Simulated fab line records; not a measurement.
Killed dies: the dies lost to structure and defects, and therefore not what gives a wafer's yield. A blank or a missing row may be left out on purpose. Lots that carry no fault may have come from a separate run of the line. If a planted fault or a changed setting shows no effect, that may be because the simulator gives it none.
fab line records	flow nand_harc
[record] lots = 24	wafers = 72	last_day = 25
route steps=1159 shown P_ZERO_WELL@17 P_GATE@131 P_CONTACT@233
lots that met no fault: taken from a fault-free run of the same line
start_h: the number of hours between the record's first day and the start of the first shown wafer of the lot	wait_h: time in hours since the lot's previous step	" the same as in the row above	L1.1+2: a single row standing in for several wafers	- value missing, or start not given	* or withheld: withheld	< > ~ a bound
route shown NAME@n: a module of which the file shows steps, and the number in the route of the first	usual: the fault-free wafers' mean and standard deviation	same: alike in all rows	chamber/n: place in a boat	sites: the reading at each site	_std_site: their standard deviation	_edge_site: the outer-site mean with the inner-site mean subtracted	radius_mm: how far each site lies from the wafer's centre	mask NAME#n: copy n	behind: the last tool/chamber to shape the wafer	hold: cause of the lot's hold/its duration in hours/its outcome	device: the transistor (n, p or np) that didn't switch	end of line: the same wafers' tests at the end of the route	for a step that has no rows: nothing shown but its recipe	killed: dies that structure and defects cost at the first sort, which is not the same as the wafer's yield	map: shows each die of a wafer: x if killed, . if not, _ if none is there
set.NAME: the run value of the setting; set.NAME@STEP: its run value at that earlier step	model.NAME: the simulator's own value behind a step, which no gauge read
route steps across a sampled set of lots; one table per step, one row per wafer
services: when a tool's chamber went out of use (start_h, in hours from the record's first day, below 0 if earlier), for how many hours, and the reason
[[steps]]
[step NHARC_P_ZERO_WELL_ETCH_65]
[recipe] target_depth_a = 800	overetch_a = 240	time_s = 87.88	ion_energy_ev = 200	n2_flow_sccm = 150	h2_flow_sccm = 150	ar_flow_sccm = 0	rf_w = 400	bias_w = 150	chemistry = N2/H2
[usual] drypump_motor_current_A = 5.4/0.38	h2_flow_sccm = 150.1/0.38	oes_product_au = 0.997/0.009	rf_vpp_V = 430.5/2.4	showerhead_plenum_p_Torr = 2.04/0.082	throttle_valve_pct = 14.171/0.0092
lot.wafer	tool	chamber	start_h	wait_h	drypump_motor_current_A	h2_flow_sccm	oes_product_au	rf_hours_counter_h	rf_vpp_V	showerhead_plenum_p_Torr	throttle_valve_pct
L074.3	rie_diel-01	1	13.36	0.1	4.8	150.2	0.991	3	430.8	2.04	14.195
L074.4	"	3	"	"	5.3	150.5	0.988	2	427.7	1.91	14.169
L074.5	"	1	"	"	4.8	150.2	0.992	-	430.4	2.04	14.168
L075.4	rie_diel-13	0	19.49	0.1	5.2	150.0	1.013	8	435.8	2.20	14.163
L075.2	"	1	"	"	5.9	149.8	1.002	6	431.3	2.06	14.167
L075.5	"	0	"	"	5.2	149.8	1.013	-	434.2	2.20	14.164
L076.3	rie_diel-13	1	25.59	0.1	5.9	149.8	0.990	8	430.3	2.06	14.172
L076.2	"	0	"	"	5.2	150.0	1.012	9	434.5	2.20	14.184
L076.6	"	1	"	"	5.9	149.5	1.004	-	430.4	2.06	14.167
L077.1	rie_diel-01	1	31.49	0.1	4.8	150.0	1.004	3	430.6	2.04	14.172
L077.4	"	2	"	"	5.7	149.5	0.991	3	430.2	2.05	14.175
L077.5	"	1	"	"	4.8	150.5	0.995	-	430.3	2.04	14.170
L078.4	rie_diel-11	0	37.50	0.1	5.4	150.5	1.006	1	427.1	1.93	14.181
L078.1	"	1	"	"	4.8	149.9	1.003	1	434.2	2.17	14.175
L078.3	"	3	"	"	5.4	150.3	0.999	2	428.8	1.99	14.174
L079.1	rie_diel-11	0	43.38	0.1	5.5	149.6	1.003	2	427.4	1.93	14.164
L079.4	"	1	"	"	4.7	150.1	0.993	2	434.6	2.17	14.158
L079.5	"	3	"	"	5.5	149.7	1.007	-	429.2	1.99	14.173
L080.2	rie_diel-13	2	49.52	0.1	5.2	149.8	0.990	10	427.6	1.94	14.177
L080.6	"	3	"	"	5.6	151.0	1.003	-	431.5	2.06	14.181
L080.5	"	1	"	"	5.9	150.0	0.987	-	431.4	2.06	14.171
L081.2	rie_diel-13	1	55.48	0.1	6.0	150.3	1.003	10	430.3	2.06	14.184
L081.4	"	2	"	"	5.2	150.6	0.995	11	429.9	1.94	14.171
L081.6	"	2	"	"	5.2	150.5	1.006	-	427.2	1.94	14.165
L082.2	rie_diel-11	3	61.54	0.1	5.4	149.1	1.009	3	428.5	1.99	14.176
L082.1	"	1	"	"	4.7	150.1	1.003	3	432.2	2.17	14.186
L082.6	"	3	"	"	5.4	149.7	0.999	-	430.2	1.99	14.171
L083.4	rie_diel-11	2	67.48	0.1	5.9	150.5	1.002	3	431.2	2.12	14.163
L083.3	"	1	"	"	4.8	149.8	0.999	3	434.6	2.17	14.191
L083.5	"	2	"	"	5.9	150.9	1.006	-	431.7	2.12	14.172
L084.4	rie_diel-13	1	73.48	0.1	5.9	149.6	1.006	12	432.9	2.06	14.158
L084.1	"	2	"	"	5.2	149.3	1.007	12	427.7	1.94	14.174
L084.3	"	0	"	"	5.3	150.5	1.005	12	432.2	2.20	14.175
L085.1	rie_diel-01	1	79.38	0.1	4.8	150.1	0.986	6	429.2	2.04	14.160
L085.2	"	2	"	"	5.7	150.6	0.997	5	429.6	2.05	14.173
L085.3	"	3	"	"	5.3	149.7	1.009	5	427.1	1.91	14.163
L086.3	rie_diel-13	3	85.36	0.1	5.6	149.6	1.013	13	430.7	2.05	14.164
L086.2	"	1	"	"	5.9	150.1	1.005	13	432.1	2.06	14.156
L086.5	"	3	"	"	5.6	149.7	1.007	-	430.5	2.05	14.171
L087.4	rie_diel-01	1	91.37	0.1	4.8	149.9	0.985	6	431.0	2.04	14.167
L087.2	"	2	"	"	5.7	149.7	0.996	5	431.6	2.05	14.181
L087.5	"	2	"	"	5.7	149.9	0.993	-	431.1	2.05	14.162
L088.1	rie_diel-01	0	97.49	0.1	4.9	149.8	0.993	6	430.9	2.06	14.157
L088.3	"	2	"	"	5.7	150.1	0.990	5	430.3	2.05	14.181
L088.6	"	0	"	"	5.0	150.0	0.999	-	431.2	2.06	14.159
L089.3	rie_diel-01	0	103.49	0.1	4.9	150.2	0.992	7	432.1	2.06	14.181
L089.5	"	2	"	"	5.7	150.0	0.995	-	432.4	2.05	14.172
L089.6	"	3	"	"	5.3	150.7	0.999	-	425.6	1.91	14.171
L090.1	rie_diel-13	1	109.36	0.1	5.9	149.7	0.988	0	430.8	2.06	14.165
L090.4	"	2	"	"	5.2	150.5	0.986	0	427.5	1.94	14.170
L090.5	"	1	"	"	5.9	150.1	0.992	-	430.9	2.06	14.168
L091.3	rie_diel-11	0	115.44	0.1	5.5	150.0	1.010	6	427.5	1.93	14.166
L091.4	"	2	"	"	5.9	149.4	1.003	6	432.1	2.12	14.166
L091.5	"	0	"	"	5.5	149.5	1.008	-	428.2	1.93	14.176
L092.3	rie_diel-13	0	122.01	0.1	5.3	150.3	0.998	1	434.3	2.20	14.193
L092.5	"	3	"	"	5.6	150.4	0.986	-	431.2	2.05	14.157
L092.6	"	0	"	"	5.3	150.0	0.995	-	434.9	2.20	14.185
L093.1	rie_diel-11	2	127.39	0.1	5.9	149.9	1.002	7	431.4	2.12	14.163
L093.3	"	1	"	"	4.7	149.5	0.993	7	434.2	2.17	14.185
L093.5	"	3	"	"	5.4	150.0	1.003	-	428.2	1.99	14.173
L094.1	rie_diel-01	1	133.51	0.1	4.8	150.6	0.993	9	431.0	2.04	14.159
L094.3	"	2	"	"	5.7	149.7	0.995	7	430.0	2.05	14.167
L094.6	"	1	"	"	4.8	149.7	1.000	-	431.0	2.04	14.164
L095.3	rie_diel-11	1	139.47	0.1	4.8	150.4	0.999	7	434.5	2.17	14.167
L095.1	"	0	"	"	5.5	150.0	1.001	7	427.9	1.93	14.181
L095.5	"	2	"	"	5.9	150.4	1.014	-	431.8	2.11	14.189
L096.2	rie_diel-13	2	145.36	0.1	5.2	150.7	0.975	3	427.3	1.94	14.163
L096.4	"	1	"	"	5.9	149.9	0.999	2	431.8	2.06	14.177
L096.5	"	3	"	"	5.5	150.2	0.997	-	430.6	2.05	14.182
L097.2	rie_diel-01	3	151.35	0.1	5.3	150.3	1.002	1	426.7	1.91	14.176
L097.1	"	2	"	"	5.7	149.6	0.987	0	430.8	2.05	14.181
L097.6	"	0	"	"	4.9	150.0	0.986	-	432.3	2.06	14.177
[step NHARC_P_ZERO_WELL_ETCH_62]
[recipe] target_depth_a = 130	time_s = 6.5	chf3_flow_sccm = 50	ar_flow_sccm = 200	rf_w = 500	bias_w = 200	chemistry = CHF3/Ar
[usual] drypump_motor_current_A = 5.4/0.36	oes_product_au = 0.964/0.016	rf_vpp_V = 370.6/2.2	showerhead_plenum_p_Torr = 2.34/0.092	throttle_valve_pct = 20.217/0.009
lot.wafer	tool	chamber	start_h	wait_h	drypump_motor_current_A	oes_product_au	rf_hours_counter_h	rf_vpp_V	showerhead_plenum_p_Torr	throttle_valve_pct
L074.3	rie_diel-01	1	-	-	4.8	0.958	3	370.2	2.34	20.211
L074.4	"	2	"	"	5.7	0.971	2	370.5	2.35	20.233
L074.5	"	1	"	"	4.8	0.961	-	370.1	2.34	20.228
L075.2	rie_diel-13	1	-	-	5.9	0.942	7	370.5	2.37	20.221
L075.4	"	3	"	"	5.6	0.971	7	370.7	2.36	20.208
L075.5	"	0	"	"	5.3	0.962	-	375.1	2.52	20.227
L076.3	rie_diel-13	3	-	-	5.6	0.969	8	371.6	2.36	20.215
L076.2	"	0	"	"	5.2	0.992	9	373.0	2.52	20.227
L076.6	"	3	"	"	5.6	0.973	-	371.9	2.36	20.202
L077.4	rie_diel-01	0	-	-	5.0	0.977	3	371.7	2.37	20.226
L077.1	"	2	"	"	5.7	0.952	3	371.7	2.35	20.235
L077.5	"	0	"	"	5.0	0.973	-	371.9	2.37	20.206
L078.3	rie_diel-11	3	-	-	5.4	0.965	2	370.9	2.29	20.219
L078.4	"	0	"	"	5.5	0.984	1	367.9	2.23	20.220
L078.1	"	1	"	"	4.8	0.963	1	373.1	2.49	20.216
L079.4	rie_diel-11	3	-	-	5.4	0.962	2	368.3	2.29	20.200
L079.1	"	2	"	"	5.9	0.980	2	371.6	2.43	20.198
L079.5	"	3	"	"	5.4	0.961	-	368.7	2.29	20.223
L080.2	rie_diel-13	1	-	-	5.9	0.966	9	370.1	2.37	20.224
L080.6	"	1	"	"	5.9	0.959	-	371.7	2.36	20.216
L080.5	"	2	"	"	5.2	0.956	-	368.1	2.24	20.221
L081.2	rie_diel-13	1	-	-	5.9	0.941	10	370.7	2.36	20.206
L081.4	"	3	"	"	5.5	0.961	10	371.3	2.36	20.201
L081.6	"	0	"	"	5.3	0.950	-	374.3	2.52	20.220
L082.1	rie_diel-11	2	-	-	5.9	1.013	3	372.1	2.43	20.213
L082.2	"	3	"	"	5.4	0.994	3	369.4	2.29	20.217
L082.6	"	0	"	"	5.5	1.001	-	367.7	2.23	20.216
L083.3	rie_diel-11	3	-	-	5.4	0.960	4	368.3	2.29	20.211
L083.4	"	2	"	"	5.9	0.984	3	371.8	2.43	20.219
L083.5	"	0	"	"	5.4	0.968	-	368.1	2.23	20.217
L084.3	rie_diel-13	2	-	-	5.2	0.974	12	368.4	2.24	20.220
L084.4	"	3	"	"	5.6	0.974	11	370.3	2.36	20.200
L084.1	"	0	"	"	5.2	0.992	12	373.9	2.52	20.219
L085.1	rie_diel-01	2	-	-	5.7	0.918	5	369.9	2.35	20.218
L085.3	"	3	"	"	5.3	0.964	5	368.1	2.20	20.205
L085.2	"	0	"	"	5.0	0.954	6	372.8	2.37	20.214
L086.2	rie_diel-13	2	-	-	5.2	0.968	13	369.4	2.24	20.215
L086.3	"	0	"	"	5.2	0.961	13	374.6	2.52	20.217
L086.5	"	1	"	"	5.9	0.974	-	371.6	2.36	20.224
L087.2	rie_diel-01	3	-	-	5.3	0.978	6	367.9	2.20	20.204
L087.4	"	0	"	"	5.0	0.957	6	371.7	2.37	20.216
L087.5	"	3	"	"	5.3	0.976	-	367.1	2.21	20.226
L088.3	rie_diel-01	2	-	-	5.7	0.934	5	370.5	2.35	20.225
L088.1	"	0	"	"	4.9	0.935	6	372.3	2.37	20.234
L088.6	"	2	"	"	5.7	0.938	-	372.4	2.35	20.215
L089.3	rie_diel-01	2	-	-	5.8	0.952	6	370.5	2.35	20.216
L089.6	"	1	"	"	4.8	0.950	-	370.3	2.34	20.217
L089.5	"	2	"	"	5.7	0.953	-	370.4	2.35	20.211
L090.4	rie_diel-13	1	-	-	5.9	0.964	0	370.6	2.36	20.214
L090.1	"	2	"	"	5.2	0.956	0	367.0	2.24	20.220
L090.5	"	0	"	"	5.3	0.950	-	375.1	2.51	20.213
L091.4	rie_diel-11	1	-	-	4.7	0.951	6	374.1	2.48	20.203
L091.3	"	3	"	"	5.4	0.960	6	369.8	2.29	20.217
L091.5	"	2	"	"	5.9	0.958	-	372.1	2.42	20.224
L092.3	rie_diel-13	2	-	-	5.2	0.960	1	368.6	2.24	20.216
L092.5	"	1	"	"	5.9	0.953	-	370.3	2.36	20.219
L092.6	"	2	"	"	5.2	0.964	-	368.0	2.24	20.219
L093.1	rie_diel-11	0	-	-	5.4	0.980	6	367.9	2.23	20.218
L093.3	"	2	"	"	5.9	0.952	7	372.7	2.42	20.215
L093.5	"	3	"	"	5.4	0.947	-	369.0	2.29	20.227
L094.1	rie_diel-01	2	-	-	5.8	0.967	7	372.6	2.35	20.213
L094.3	"	0	"	"	4.9	0.953	9	370.9	2.37	20.240
L094.6	"	3	"	"	5.3	0.978	-	366.5	2.20	20.223
L095.1	rie_diel-11	1	-	-	4.7	0.974	7	374.2	2.48	20.215
L095.3	"	3	"	"	5.4	0.957	7	370.8	2.29	20.213
L095.5	"	0	"	"	5.5	0.969	-	368.9	2.23	20.213
L096.4	rie_diel-13	0	-	-	5.3	0.976	3	375.9	2.51	20.222
L096.2	"	1	"	"	5.9	0.966	2	371.2	2.36	20.214
L096.5	"	0	"	"	5.2	0.977	-	374.0	2.51	20.227
L097.1	rie_diel-01	0	-	-	5.0	0.946	0	371.7	2.37	20.222
L097.2	"	1	"	"	4.8	0.947	0	370.3	2.34	20.211
L097.6	"	0	"	"	4.9	0.964	-	372.0	2.37	20.198
[step NHARC_P_GATE_HM_DEP_102]
[recipe] target_thk_a = 1200	temp_c = 400	material = aC
[usual] throttle_valve_pct = 35.000/0.0093
lot.wafer	tool	chamber	start_h	wait_h	throttle_valve_pct
L074.3	acl_dep-01	0	90.19	2.5	34.988
L074.4	"	0	"	"	35.009
L074.5	"	0	"	"	34.987
L076.2	acl_dep-03	0	95.25	2.1	34.997
L076.3	"	0	"	"	34.991
L076.6	"	0	"	"	35.011
L075.2	acl_dep-01	0	95.76	2.6	34.997
L075.4	"	0	"	"	34.983
L075.5	"	0	"	"	35.002
L077.1	acl_dep-02	0	105.07	0.4	35.002
L077.4	"	0	"	"	34.996
L077.5	"	0	"	"	35.013
L079.1	acl_dep-03	0	111.41	0.4	35.000
L079.4	"	0	"	"	34.983
L079.5	"	0	"	"	34.998
L078.1	acl_dep-02	0	112.03	1.0	34.992
L078.3	"	0	"	"	35.013
L078.4	"	0	"	"	34.985
L080.2	acl_dep-02	0	123.58	4.8	35.006
L080.5	"	0	"	"	34.994
L080.6	"	0	"	"	35.010
L082.1	acl_dep-02	0	133.58	0.4	35.003
L082.2	"	0	"	"	34.996
L082.6	"	0	"	"	34.992
L081.2	acl_dep-01	0	133.69	0.5	34.986
L081.4	"	0	"	"	35.010
L081.6	"	0	"	"	34.996
L083.3	acl_dep-02	0	145.30	2.1	35.012
L083.4	"	0	"	"	34.996
L083.5	"	0	"	"	34.993
L084.1	acl_dep-02	0	145.72	2.5	35.005
L084.3	"	0	"	"	34.994
L084.4	"	0	"	"	35.015
L087.2	acl_dep-01	0	164.25	1.9	34.987
L087.4	"	0	"	"	35.002
L087.5	"	0	"	"	35.003
L085.1	acl_dep-02	0	164.29	1.9	34.996
L085.2	"	0	"	"	34.999
L085.3	"	0	"	"	35.008
L088.1	acl_dep-03	0	164.55	2.2	35.004
L088.3	"	0	"	"	34.980
L088.6	"	0	"	"	35.007
L086.2	acl_dep-01	0	164.90	2.5	35.000
L086.3	"	0	"	"	34.987
L086.5	"	0	"	"	35.006
L089.3	acl_dep-01	0	181.45	0.6	35.011
L089.5	"	0	"	"	34.993
L089.6	"	0	"	"	35.001
L091.3	acl_dep-02	0	187.66	0.6	35.008
L091.4	"	0	"	"	35.011
L091.5	"	0	"	"	35.003
L090.1	acl_dep-02	0	188.09	1.0	34.984
L090.4	"	0	"	"	35.002
L090.5	"	0	"	"	34.989
L093.1	acl_dep-02	0	198.61	0.5	35.002
L093.3	"	0	"	"	34.990
L093.5	"	0	"	"	35.002
L092.3	acl_dep-02	0	199.48	1.4	35.000
L092.5	"	0	"	"	34.990
L092.6	"	0	"	"	35.008
L094.1	acl_dep-03	0	204.08	0.5	35.011
L094.3	"	0	"	"	34.987
L094.6	"	0	"	"	34.995
L095.1	acl_dep-02	0	221.13	0.4	34.995
L095.3	"	0	"	"	34.981
L095.5	"	0	"	"	34.988
L097.1	acl_dep-03	0	221.13	0.4	34.993
L097.2	"	0	"	"	34.992
L097.6	"	0	"	"	34.995
L096.2	acl_dep-03	0	221.87	1.1	35.015
L096.4	"	0	"	"	35.002
L096.5	"	0	"	"	34.999
[step NHARC_P_GATE_OVL_MEAS_27]
[usual] overlay_x_nm = 0.0/0.9	overlay_y_nm = 0.0/0.69
lot.wafer	tool	chamber	start_h	wait_h	overlay_x_nm	overlay_y_nm
L074.3	overlay-01	-	91.33	-	-0.2	0.1
L074.4	"	-	"	"	-0.7	-0.5
L074.5	"	-	"	"	0.0	-0.6
L076.2	overlay-01	-	96.62	-	1.5	0.0
L076.3	"	-	"	"	0.5	0.2
L076.6	"	-	"	"	1.3	-0.1
L075.2	overlay-02	-	97.08	-	1.3	0.4
L075.4	"	-	"	"	1.3	-0.1
L075.5	"	-	"	"	1.0	0.1
L077.1	overlay-01	-	106.51	-	-1.0	1.4
L077.4	"	-	"	"	-0.5	1.1
L077.5	"	-	"	"	-1.0	1.2
L079.1	overlay-02	-	112.73	-	0.3	0.4
L079.4	"	-	"	"	0.2	0.9
L079.5	"	-	"	"	0.5	1.2
L078.1	overlay-02	-	113.49	-	-0.3	-1.5
L078.3	"	-	"	"	-0.7	-0.9
L078.4	"	-	"	"	-0.9	-0.9
L080.2	overlay-02	-	124.77	-	-1.1	0.9
L080.5	"	-	"	"	-1.5	1.1
L080.6	"	-	"	"	-0.8	0.8
L081.2	overlay-02	-	134.89	-	-0.2	-0.1
L081.4	"	-	"	"	0.3	-0.4
L081.6	"	-	"	"	0.1	-0.4
L082.1	overlay-01	-	135.09	-	0.2	-0.8
L082.2	"	-	"	"	0.7	-1.3
L082.6	"	-	"	"	1.1	-1.2
L083.3	overlay-02	-	146.42	-	-0.4	0.3
L083.4	"	-	"	"	-0.3	-0.5
L083.5	"	-	"	"	-0.7	-0.2
L084.1	overlay-01	-	147.03	-	1.0	0.1
L084.3	"	-	"	"	1.1	0.1
L084.4	"	-	"	"	1.2	0.0
L087.2	overlay-01	-	165.58	-	0.3	-0.7
L087.4	"	-	"	"	0.4	-0.2
L087.5	"	-	"	"	0.9	-0.1
L085.1	overlay-02	-	165.73	-	-0.4	0.2
L085.2	"	-	"	"	0.2	-0.1
L085.3	"	-	"	"	-0.3	0.2
L088.1	overlay-01	-	165.99	-	-1.2	0.1
L088.3	"	-	"	"	-1.9	0.4
L088.6	"	-	"	"	-1.9	0.5
L086.2	overlay-02	-	166.24	-	0.5	0.8
L086.3	"	-	"	"	-0.3	0.7
L086.5	"	-	"	"	-0.2	1.1
L089.3	overlay-02	-	182.68	-	0.1	0.0
L089.5	"	-	"	"	0.3	-0.1
L089.6	"	-	"	"	-0.3	-0.8
L091.3	overlay-02	-	188.88	-	-0.8	0.1
L091.4	"	-	"	"	-0.5	0.1
L091.5	"	-	"	"	0.0	-0.1
L090.1	overlay-01	-	189.52	-	-0.4	-0.5
L090.4	"	-	"	"	-0.4	0.1
L090.5	"	-	"	"	-0.5	0.0
L093.1	overlay-01	-	199.94	-	0.4	0.3
L093.3	"	-	"	"	0.0	0.1
L093.5	"	-	"	"	0.3	0.8
L092.3	overlay-02	-	200.69	-	0.8	-0.1
L092.5	"	-	"	"	0.6	0.5
L092.6	"	-	"	"	0.3	0.6
L094.1	overlay-01	-	205.67	-	0.9	-1.1
L094.3	"	-	"	"	0.8	-0.8
L094.6	"	-	"	"	0.5	-1.0
L097.1	overlay-02	-	222.55	-	1.1	-0.8
L097.2	"	-	"	"	0.7	-1.2
L097.6	"	-	"	"	0.8	-0.9
L095.1	overlay-02	-	222.86	-	1.3	0.0
L095.3	"	-	"	"	0.9	-0.2
L095.5	"	-	"	"	1.4	-0.1
L096.2	overlay-02	-	223.20	-	-1.6	0.8
L096.4	"	-	"	"	-2.0	1.1
L096.5	"	-	"	"	-1.7	1.0
[step NHARC_P_GATE_STRIP_75]
[recipe] power_w = 1500	temp_c = 250	chemistry = O2
[usual] drypump_motor_current_A = 5.76/0.041	heater_power_w = 336/26
lot.wafer	tool	chamber	start_h	wait_h	drypump_motor_current_A	heater_power_w	rf_hours_counter_h
L074.3	plasma_asher-02	0	104.10	0.2	5.81	297	-
L074.4	"	1	"	"	5.75	357	-
L074.5	"	0	"	"	5.84	297	-
L076.2	plasma_asher-02	1	110.19	0.2	5.73	353	33
L076.3	"	1	"	"	5.73	356	-
L076.6	"	0	"	"	5.86	306	-
L075.2	plasma_asher-02	0	110.64	0.2	5.81	305	33
L075.4	"	0	"	"	5.82	298	-
L075.5	"	0	"	"	5.83	295	-
L077.1	plasma_asher-01	0	119.39	0.2	5.72	364	5
L077.4	"	0	"	"	5.70	352	-
L077.5	"	0	"	"	5.72	368	-
L079.1	plasma_asher-02	0	125.79	0.2	5.84	297	38
L079.4	"	0	"	"	5.85	298	-
L079.5	"	0	"	"	5.82	300	-
L078.1	plasma_asher-01	1	126.32	0.2	5.77	321	6
L078.4	"	1	"	"	5.75	327	-
L078.3	"	0	"	"	5.72	368	-
L080.2	plasma_asher-01	0	137.53	0.2	5.74	360	11
L080.6	"	1	"	"	5.76	323	-
L080.5	"	0	"	"	5.72	363	-
L081.2	plasma_asher-02	1	147.88	0.2	5.73	353	45
L081.4	"	0	"	"	5.77	293	-
L081.6	"	1	"	"	5.73	354	-
L082.1	plasma_asher-01	0	148.09	0.3	5.72	357	14
L082.2	"	1	"	"	5.76	312	14
L082.6	"	0	"	"	5.70	352	-
L083.3	plasma_asher-02	1	159.42	0.2	5.73	357	-
L083.4	"	0	"	"	5.87	297	-
L083.5	"	1	"	"	5.74	356	-
L084.1	plasma_asher-01	1	159.93	0.3	5.76	325	18
L084.3	"	1	"	"	5.75	322	-
L084.4	"	0	"	"	5.73	365	-
L087.2	plasma_asher-01	0	178.77	0.2	5.73	369	24
L087.4	"	1	"	"	5.76	327	-
L087.5	"	0	"	"	5.73	363	-
L088.1	plasma_asher-02	1	178.94	0.2	5.73	353	56
L088.3	"	1	"	"	5.75	353	-
L088.6	"	0	"	"	5.80	305	-
L086.2	plasma_asher-01	1	179.27	0.2	5.75	329	25
L086.3	"	1	"	"	5.75	328	-
L086.5	"	1	"	"	5.73	327	-
L085.2	plasma_asher-01	1	185.36	0.2	5.74	326	28
L085.1	"	0	"	"	5.74	366	28
L085.3	"	0	"	"	5.71	359	-
L089.3	plasma_asher-02	1	195.53	0.1	5.72	366	-
L089.6	"	0	"	"	5.85	301	-
L089.5	"	1	"	"	5.71	354	-
L091.4	plasma_asher-01	1	201.64	0.2	5.73	325	-
L091.3	"	0	"	"	5.73	353	-
L091.5	"	0	"	"	5.74	360	-
L090.1	plasma_asher-01	0	202.34	0.2	5.73	354	34
L090.4	"	1	"	"	5.73	324	-
L090.5	"	1	"	"	5.74	333	-
L093.1	plasma_asher-02	0	213.66	0.3	5.84	290	8
L093.3	"	1	"	"	5.75	363	-
L093.5	"	1	"	"	5.73	360	-
L092.3	plasma_asher-01	1	213.87	0.1	5.75	334	-
L092.5	"	0	"	"	5.74	360	-
L092.6	"	1	"	"	5.77	317	-
L094.1	plasma_asher-02	0	220.86	0.2	5.82	291	11
L094.3	"	1	"	"	5.73	365	-
L094.6	"	0	"	"	5.83	287	-
L097.1	plasma_asher-01	0	235.48	0.2	5.73	357	43
L097.2	"	1	"	"	5.75	325	43
L097.6	"	0	"	"	5.74	358	-
L095.1	plasma_asher-01	0	235.87	0.2	5.71	361	44
L095.3	"	0	"	"	5.73	365	-
L095.5	"	1	"	"	5.77	336	-
L096.2	plasma_asher-01	0	243.90	0.3	5.75	365	47
L096.4	"	1	"	"	5.75	323	-
L096.5	"	1	"	"	5.77	325	-
[step NHARC_P_CONTACT_OVL_MEAS_13]
[usual] overlay_x_nm = 0.2/0.99	overlay_y_nm = -0.1/0.92
lot.wafer	tool	chamber	start_h	wait_h	overlay_x_nm	overlay_y_nm
L074.3	overlay-02	-	112.27	-	2.4	0.9
L074.4	"	-	"	"	2.3	1.6
L074.5	"	-	"	"	2.3	1.3
L076.2	overlay-01	-	118.23	-	1.6	0.7
L076.3	"	-	"	"	1.2	0.4
L076.6	"	-	"	"	1.0	0.6
L075.2	overlay-01	-	119.32	-	-0.9	-0.9
L075.4	"	-	"	"	-0.9	-1.2
L075.5	"	-	"	"	-1.2	-0.8
L077.1	overlay-02	-	126.44	-	-0.5	0.4
L077.4	"	-	"	"	-1.1	0.4
L077.5	"	-	"	"	-0.7	0.5
L079.1	overlay-01	-	132.98	-	-0.4	2.4
L079.4	"	-	"	"	0.2	1.9
L079.5	"	-	"	"	-0.1	1.9
L078.1	overlay-02	-	133.68	-	0.0	-0.2
L078.3	"	-	"	"	-0.1	-0.2
L078.4	"	-	"	"	0.2	-0.6
L080.2	overlay-01	-	145.19	-	1.0	-0.7
L080.5	"	-	"	"	-0.1	-0.9
L080.6	"	-	"	"	0.7	-1.1
L081.2	overlay-02	-	155.27	-	0.5	-0.6
L081.4	"	-	"	"	0.9	0.3
L081.6	"	-	"	"	0.7	0.0
L082.1	overlay-02	-	155.76	-	-1.4	-0.4
L082.2	"	-	"	"	-1.7	-0.7
L082.6	"	-	"	"	-1.5	0.0
L083.3	overlay-01	-	166.73	-	-1.3	-0.7
L083.4	"	-	"	"	-0.7	0.4
L083.5	"	-	"	"	-0.4	-0.2
L084.1	overlay-01	-	167.62	-	-0.2	0.4
L084.3	"	-	"	"	-0.2	-0.1
L084.4	"	-	"	"	-0.1	-0.3
L087.2	overlay-01	-	185.93	-	0.9	-1.3
L087.4	"	-	"	"	0.6	-1.5
L087.5	"	-	"	"	0.4	-2.2
L088.1	overlay-01	-	186.42	-	-1.7	0.9
L088.3	"	-	"	"	-1.6	0.6
L088.6	"	-	"	"	-1.6	0.9
L086.2	overlay-02	-	187.26	-	-0.4	-0.8
L086.3	"	-	"	"	0.7	-1.1
L086.5	"	-	"	"	0.3	-0.8
L085.1	overlay-01	-	192.54	-	1.3	0.9
L085.2	"	-	"	"	1.6	1.4
L085.3	"	-	"	"	0.9	1.1
L089.3	overlay-02	-	203.25	-	1.4	-0.5
L089.5	"	-	"	"	1.5	-0.4
L089.6	"	-	"	"	1.1	0.0
L091.3	overlay-02	-	209.04	-	0.1	-0.9
L091.4	"	-	"	"	0.2	-1.4
L091.5	"	-	"	"	-0.6	-1.4
L090.1	overlay-01	-	209.68	-	0.6	-1.3
L090.4	"	-	"	"	-0.3	-1.5
L090.5	"	-	"	"	-0.3	-0.7
L093.1	overlay-02	-	221.04	-	0.5	0.6
L093.3	"	-	"	"	0.7	1.7
L093.5	"	-	"	"	0.9	0.2
L092.3	overlay-01	-	221.28	-	-0.6	0.2
L092.5	"	-	"	"	-0.7	0.4
L092.6	"	-	"	"	-0.4	-0.3
L094.1	overlay-02	-	229.30	-	1.2	-0.5
L094.3	"	-	"	"	1.0	0.0
L094.6	"	-	"	"	1.6	0.0
L097.1	overlay-02	-	242.91	-	-0.2	0.3
L097.2	"	-	"	"	-0.5	-0.2
L097.6	"	-	"	"	-0.5	0.6
L095.1	overlay-01	-	243.72	-	1.4	-0.8
L095.3	"	-	"	"	1.5	-0.3
L095.5	"	-	"	"	1.4	-0.2
L096.2	overlay-01	-	251.54	-	-0.5	-1.7
L096.4	"	-	"	"	0.1	-1.4
L096.5	"	-	"	"	-0.1	-1.1
[[services]]
tool	chamber	start_h	hours	kind
rie_diel-13	0	4.52	-	clean
rie_diel-13	1	4.52	-	clean
rie_diel-13	2	4.52	-	clean
rie_diel-13	3	4.52	-	clean
plasma_asher-02	-	6.25	9.0	pm
rie_diel-11	-	12.50	9.0	pm
rie_diel-13	0	29.08	-	clean
rie_diel-13	0	40.34	13.8	repair
acl_dep-03	-	42.24	13.0	pm
rie_diel-01	2	63.89	13.1	repair
plasma_asher-01	-	99.00	9.0	pm
rie_diel-13	-	99.00	9.0	pm
acl_dep-01	-	112.40	13.0	pm
rie_diel-01	3	112.79	4.5	repair
rie_diel-01	-	137.80	9.0	pm
rie_diel-13	2	158.71	4.8	repair
acl_dep-02	-	168.68	13.0	pm
rie_diel-01	3	178.96	5.8	repair
rie_diel-11	-	189.50	9.0	pm
rie_diel-11	-	215.80	2.6	repair
rie_diel-01	1	216.16	4.7	repair
acl_dep-03	-	223.24	13.0	pm
rie_diel-13	-	230.35	0.8	repair
rie_diel-13	1	233.97	10.8	repair
[[key]]
fault none
